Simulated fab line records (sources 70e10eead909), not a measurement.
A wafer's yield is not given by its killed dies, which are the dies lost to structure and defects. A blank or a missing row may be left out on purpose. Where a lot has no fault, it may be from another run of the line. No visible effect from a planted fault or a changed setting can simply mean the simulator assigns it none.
Chamber matching || flow nand-harc || NHARC_THIN_TSV_CMP_01 on cmp-04 has 4 sister chambers
The step polishes. 18 wafers are shown with their chamber, then 9 later ones without.

WAFERS PAIRED WITH THEIR CHAMBERS
{"wafer": "L074.2", "chamber": 0, "motor-current-A (A)": 10.6}
{"wafer": "L074.3", "chamber": 2, "motor-current-A (A)": 11.6}
{"wafer": "L074.5", "chamber": 2, "motor-current-A (A)": 11.9}
{"wafer": "L077.1", "chamber": 0, "motor-current-A (A)": 10.8}
{"wafer": "L077.5", "chamber": 3, "motor-current-A (A)": 12.7}
{"wafer": "L077.6", "chamber": 2, "motor-current-A (A)": 12.1}
{"wafer": "L078.1", "chamber": 1, "motor-current-A (A)": 10.8}
{"wafer": "L078.3", "chamber": 2, "motor-current-A (A)": 12.1}
{"wafer": "L078.5", "chamber": 1, "motor-current-A (A)": 11.1}
{"wafer": "L083.1", "chamber": 0, "motor-current-A (A)": 10.9}
{"wafer": "L083.2", "chamber": 2, "motor-current-A (A)": 12.2}
{"wafer": "L083.4", "chamber": 1, "motor-current-A (A)": 11.0}
{"wafer": "L090.1", "chamber": 3, "motor-current-A (A)": 14.0}
{"wafer": "L090.3", "chamber": 0, "motor-current-A (A)": 11.2}
{"wafer": "L090.5", "chamber": 1, "motor-current-A (A)": 11.1}
{"wafer": "L091.1", "chamber": 2, "motor-current-A (A)": 12.0}
{"wafer": "L091.5", "chamber": 0, "motor-current-A (A)": 10.8}
{"wafer": "L091.6", "chamber": 3, "motor-current-A (A)": 13.4}

SIGNATURES (means of the wafers above)
{"reading": "motor-current-A", "chamber 0": 10.860, "chamber 1": 11.000, "chamber 2": 11.983, "chamber 3": 13.367, "scatter within a chamber": 0.308}
Rule: for each reading, subtract the chamber's mean from the wafer's reading, divide by that reading's scatter and square the result; add these up over the readings and take the root, which gives the wafer's distance from the chamber. If the next closest chamber is less than 2 further off than the closest, the wafer can't be placed; otherwise it belongs to the closest. How the scatter is found: for the shown wafers, subtract from each reading the mean of its chamber, square and add these, divide the total by (wafers less chambers), then take the root.

WAFERS MISSING THEIR CHAMBER
{"wafer": "L092.1", "motor-current-A (A)": 11.8}
{"wafer": "L092.5", "motor-current-A (A)": 13.7}
{"wafer": "L092.6", "motor-current-A (A)": 11.7}
{"wafer": "L094.1", "motor-current-A (A)": 10.8}
{"wafer": "L094.2", "motor-current-A (A)": 13.7}
{"wafer": "L094.3", "motor-current-A (A)": 10.9}
{"wafer": "L094.4", "motor-current-A (A)": 11.3}
{"wafer": "L094.5", "motor-current-A (A)": 11.0}
{"wafer": "L094.6", "motor-current-A (A)": 13.9}

EACH ONE'S CHAMBER
{"wafer": "L092.1", "from the rows above": 2, "in truth": 2}
{"wafer": "L092.5", "from the rows above": 3, "in truth": 3}
{"wafer": "L092.6", "from the rows above": "can't be placed: 2 or 1 or 0", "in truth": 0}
{"wafer": "L094.1", "from the rows above": "can't be placed: 0 or 1", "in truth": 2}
{"wafer": "L094.2", "from the rows above": 3, "in truth": 3}
{"wafer": "L094.3", "from the rows above": "can't be placed: 0 or 1", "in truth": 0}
{"wafer": "L094.4", "from the rows above": "can't be placed: 1 or 0 or 2", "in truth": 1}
{"wafer": "L094.5", "from the rows above": "can't be placed: 1 or 0", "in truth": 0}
{"wafer": "L094.6", "from the rows above": 3, "in truth": 3}
Placed correctly: 4 of 9. These rows do not allow placing 5 (true chamber among the candidates in 4). 0 placed wrongly.
